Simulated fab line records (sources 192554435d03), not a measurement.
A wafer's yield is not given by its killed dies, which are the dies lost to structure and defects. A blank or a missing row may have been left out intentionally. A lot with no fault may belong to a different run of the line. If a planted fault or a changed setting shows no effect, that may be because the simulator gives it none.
fab line records | flow n5-finfet
record: lots: 7 wafers: 39
route steps=1938 shown BEOL_M9@1405 TV_LITHO@1881
start-h: start of the lot's first displayed wafer, in hours after the record's first day | wait-h: hours from the lot's prior step to this one | " repeats the value in the row above | L1.1+2: one row covering several wafers at once | - no value present, or no start provided | * or withheld: withheld | < > ~ a bound
route shown NAME@n: NAME is a module with steps in the file, n the number in the route of the first one | usual: mean and standard deviation over wafers with no fault | same: alike in all rows | chamber/n: place in a boat | sites: each site's reading | _std_site: standard deviation of those values | _edge_site: inner sites' mean taken away from outer sites' mean | radius-mm: how far each site lies from the wafer's centre | mask NAME#n: copy n | behind: the most recent tool/chamber to have shaped the wafer | hold: why the lot was held/for how many hours/how that ended | device: the n, p or np transistor that did not switch | end of line: tests of these same wafers at the route's end | where a step has no rows: the recipe by itself | killed: not the wafer's yield, but the dies lost to structure and defects at the first sort | map: a wafer's dies, marking killed ones x, the rest . and places with no die _
set.NAME: the run value of the setting; set.NAME@STEP: its run value at that earlier step | model.NAME: the simulator's own value behind a step, which no gauge read
lots where settings were altered on purpose, with a table for each step and a row for each wafer
== steps ==
step: N5_BEOL_M9_HM_DEP_02
recipe: material: TiN target-thk-a: 200 temp-c: 25 chamber-pressure-pa: 0.49996
columns lot.wafer tool chamber start-h wait-h set.target-thk-a model.TiN_of_BEOL_M9_HM_DEP_02.thk-nm
L083.1 pvd-sputter-02 - 357.18 1.5 200 20.4
L083.2+4 " - " " 200 20
L083.3+5+6 " - " " 200 20.2
L084.1+5+6 pvd-sputter-01 - 358.18 0.8 200 20.2
L084.2+3 " - " " 149.3 15
L084.4 " - " " 149.3 15.2
L085.1 pvd-sputter-01 - 367.58 1.9 200 20.2
L085.4 " - " " 200 20.6
L085.6 " - " " 200 20.4
L086.1+2 pvd-sputter-03 - 376.51 0.8 152.8 15.2
L086.3 " - " " 152.8 15
L086.4+5 " - " " 200 19.8
L086.6 " - " " 200 20
L095.1 pvd-sputter-01 - 415.07 2.0 200 20.4
L095.2 " - " " 200 20
L095.3 " - " " 200 20.2
L095.4+5+6 " - " " 136 13.8
L091.1 pvd-sputter-01 - 419.09 0.3 125.6 12.8
L091.2 " - " " 200 20
L091.3+5 " - " " 200 20.2
L091.4+6 " - " " 125.6 12.6
L089.1+6 pvd-sputter-03 - 437.42 0.8 103.5 10.2
L089.2+4+5 " - " " 200 20
L089.3 " - " " 103.5 10.4
step: N5_BEOL_M9_COAT_59
recipe: resist: SOC temp-c: 250 time-s: 60 spin-rpm: 1500 resist-thk-nm: 100
step: N5_BEOL_M9_COAT_60
recipe: resist: SiARC temp-c: 220 time-s: 60 spin-rpm: 1500 resist-thk-nm: 30
step: N5_BEOL_M9_STRIP_68
recipe: chemistry: N2/H2 temp-c: 40 n2-flow-sccm: 200 h2-flow-sccm: 200 rf-frequency-hz: 6e+07
step: N5_BEOL_M9_STRIP_67
recipe: chemistry: CF4 resist: SiARC power-w: 300 bias-power-w: 75 pressure-mtorr: 50 cf4-flow-sccm: 150 rf-frequency-hz: 6e+07
step: N5_BEOL_M9_HM_OPEN_17
recipe: chemistry: Cl2/BCl3 target-depth-a: 200 overetch-a: 60 target: TiN mask-material: SOC ion-energy-ev: 150 pressure-mtorr: 10 icp-w: 1000 bias-w: 126 Cl2_flow_sccm: 53.25 bcl3-flow-sccm: 21.75 Ar_flow_sccm: 25
columns lot.wafer tool chamber start-h wait-h set.target-thk-a@BEOL_M9_HM_DEP_02 model.etch.depth-nm
L083.1 rie-metal-02 0 357.91 0.0 200 20.32
L083.2 " 1 " " 200 20.08
L083.3 " 0 " " 200 20.19
L083.4 " 1 " " 200 20.03
L083.5 " 1 " " 200 20.27
L083.6 " 0 " " 200 20.12
L084.1 rie-metal-03 0 358.91 0.0 200 20.27
L084.2 " 1 " " 149.3 15.08
L084.3 " 0 " " 149.3 14.97
L084.4 " 1 " " 149.3 15.11
L084.5 " 0 " " 200 20.17
L084.6 " 1 " " 200 20.14
L085.1 rie-metal-01 0 368.44 0.0 200 20.22
L085.4 " 0 " " 200 20.69
L085.6 " 0 " " 200 20.34
L086.1 rie-metal-01 1 377.37 0.0 152.8 15.13
L086.2 " 0 " " 152.8 15.14
L086.3 " 1 " " 152.8 15.09
L086.4 " 0 " " 200 19.85
L086.5 " 0 " " 200 19.86
L086.6 " 1 " " 200 20
L095.1 rie-metal-02 1 415.94 0.0 200 20.36
L095.2 " 0 " " 200 19.99
L095.3 " 0 " " 200 20.22
L095.4+6 " 1,0 " " 136 13.77
L095.5 " 1 " " 136 13.74
L091.1 rie-metal-02 1 420.07 0.0 125.6 12.79
L091.2 " 0 " " 200 19.99
L091.3 " 0 " " 200 20.24
L091.4 " 1 " " 125.6 12.57
L091.5 " 0 " " 200 20.18
L091.6 " 1 " " 125.6 12.68
L089.1 rie-metal-03 0 438.31 0.0 103.5 10.28
L089.2 " 1 " " 200 20
L089.3 " 1 " " 103.5 10.37
L089.4 " 0 " " 200 20.03
L089.5 " 0 " " 200 19.95
L089.6 " 1 " " 103.5 10.26
step: N5_PASSIVATION_DEVELOP_09
recipe: develop-time-s: 60 rinse-liquid: diw dry: air-spin dev-temp-c: 21
columns lot.wafer tool chamber start-h wait-h set.develop-time-s
L083.1+2+3+4+5+6 litho-track-04 0 - - 60
L084.1+2+3+4+5+6 litho-track-01 0 - - 60
L085.1+4+6 litho-track-03 0 - - 60
L086.1+4+5 litho-track-03 0 - - 29.64
L086.2+3+6 " 0 " " 60
L095.1+4+6 litho-track-04 0 - - 80.5
L095.2+3+5 " 0 " " 60
L091.1+3+4 litho-track-04 0 - - 91.26
L091.2+5+6 " 0 " " 60
L089.1+3+5 litho-track-03 0 - - 29.33
L089.2+4+6 " 0 " " 60
step: N5_PASSIVATION_HARDBAKE_11
recipe: temp-c: 130 time-s: 120
step: N5_PASSIVATION_CD_MEAS_10
recipe: target-cd-nm: 3000 landing-energy-ev: 500 detector: se-inlens
usual: cd-nm: 3000.1/1.6
columns lot.wafer tool chamber start-h wait-h set.develop-time-s@PASSIVATION_DEVELOP_09 cd-nm
L083.1 cd-sem-02 0 414.55 - 60 2999.6
L083.2 " 0 " " 60 3001.7
L083.3 " 0 " " 60 3003.9
L083.4 " 0 " " 60 3000.4
L083.5 " 0 " " 60 3000.2
L083.6 " 0 " " 60 3000.8
L084.1 cd-sem-01 0 414.72 - 60 3000.4
L084.2 " 0 " " 60 2999.0
L084.3 " 0 " " 60 2999.6
L084.4 " 0 " " 60 2999.3
L084.5 " 0 " " 60 3001.3
L084.6 " 0 " " 60 2999.2
L085.1 cd-sem-03 0 427.84 - 60 2999.9
L085.4 " 0 " " 60 3000.9
L085.6 " 0 " " 60 2999.7
L086.1 cd-sem-01 0 431.17 - 29.64 2985.9
L086.2 " 0 " " 60 2999.3
L086.3 " 0 " " 60 3001.4
L086.4 " 0 " " 29.64 2985.8
L086.5 " 0 " " 29.64 2982.3
L086.6 " 0 " " 60 3002.1
L095.1 cd-sem-02 0 468.58 - 80.5 3005.3
L095.2 " 0 " " 60 3000.4
L095.3 " 0 " " 60 2998.0
L095.4 " 0 " " 80.5 3003.5
L095.5 " 0 " " 60 2999.6
L095.6 " 0 " " 80.5 3005.8
L091.1 cd-sem-01 0 478.55 - 91.26 3009.2
L091.2 " 0 " " 60 3001.8
L091.3 " 0 " " 91.26 3006.9
L091.4 " 0 " " 91.26 3008.9
L091.5 " 0 " " 60 3000.1
L091.6 " 0 " " 60 3001.7
L089.1 cd-sem-03 0 498.07 - 29.33 2984.7
L089.2 " 0 " " 60 3000.2
L089.3 " 0 " " 29.33 2984.8
L089.4 " 0 " " 60 3000.4
L089.5 " 0 " " 29.33 2983.6
L089.6 " 0 " " 60 3001.0
step: N5_PASSIVATION_DESCUM_12
recipe: chemistry: O2 time-s: 7.9 source-power-w: 50 bias-power-w: 20 pressure-mtorr: 20 rf-frequency-hz: 2.712e+07 temp-c: 40 o2-flow-sccm: 225
columns lot.wafer tool chamber start-h wait-h set.develop-time-s@PASSIVATION_DEVELOP_09 model.TV_LITHO.cd-nm
L083.1+4 rie-diel-06 0,3 414.64 0.0 60 -
L083.2 " 2 " " 60 3002
L083.3 " 1 " " 60 3004
L083.5+6 " 2,1 " " 60 3000
L084.1+6 rie-diel-01 1,3 414.81 0.0 60 3000
L084.2+3+4 " 0,3,2 " " 60 2999
L084.5 " 2 " " 60 3001
L085.1 rie-diel-03 2 427.92 0.0 60 3000
L085.4 " 1 " " 60 3001
L085.6 " 2 " " 60 -
L086.1+4 rie-diel-01 0,2 431.25 0.0 29.64 2986
L086.2 " 1 " " 60 2999
L086.3 " 3 " " 60 3002
L086.5 " 1 " " 29.64 2983
L086.6 " 0 " " 60 3003
L095.1 rie-diel-06 0 468.71 0.1 80.5 3005
L095.2+5 " 3,1 " " 60 3000
L095.3 " 1 " " 60 2997
L095.4 " 2 " " 80.5 3004
L095.6 " 2 " " 80.5 3006
L091.1+4 rie-diel-03 0,2 478.63 0.0 91.26 3009
L091.2+6 " 1 " " 60 3002
L091.3 " 3 " " 91.26 3007
L091.5 " 2 " " 60 3000
L089.1+3 rie-diel-06 2,3 498.23 0.1 29.33 2985
L089.2 " 1 " " 60 3000
L089.4+6 " 0,1 " " 60 3001
L089.5 " 0 " " 29.33 2983
== key ==
split: step: N5_BEOL_M9_HM_DEP_02 setting: target-thk-a stated: 200 by: wafer
response: step: N5_BEOL_M9_HM_DEP_02 reading: model.TiN_of_BEOL_M9_HM_DEP_02.thk-nm change: +0.201 per: 1% r: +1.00
response: step: N5_BEOL_M9_HM_OPEN_17 reading: model.etch.depth-nm change: +0.201 per: 1% r: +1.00
split: step: N5_PASSIVATION_DEVELOP_09 setting: develop-time-s stated: 60 by: wafer
response: step: N5_PASSIVATION_CD_MEAS_10 reading: cd-nm change: +0.244 per: 1% r: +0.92
response: step: N5_PASSIVATION_DESCUM_12 reading: model.TV_LITHO.cd-nm change: +0.247 per: 1% r: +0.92
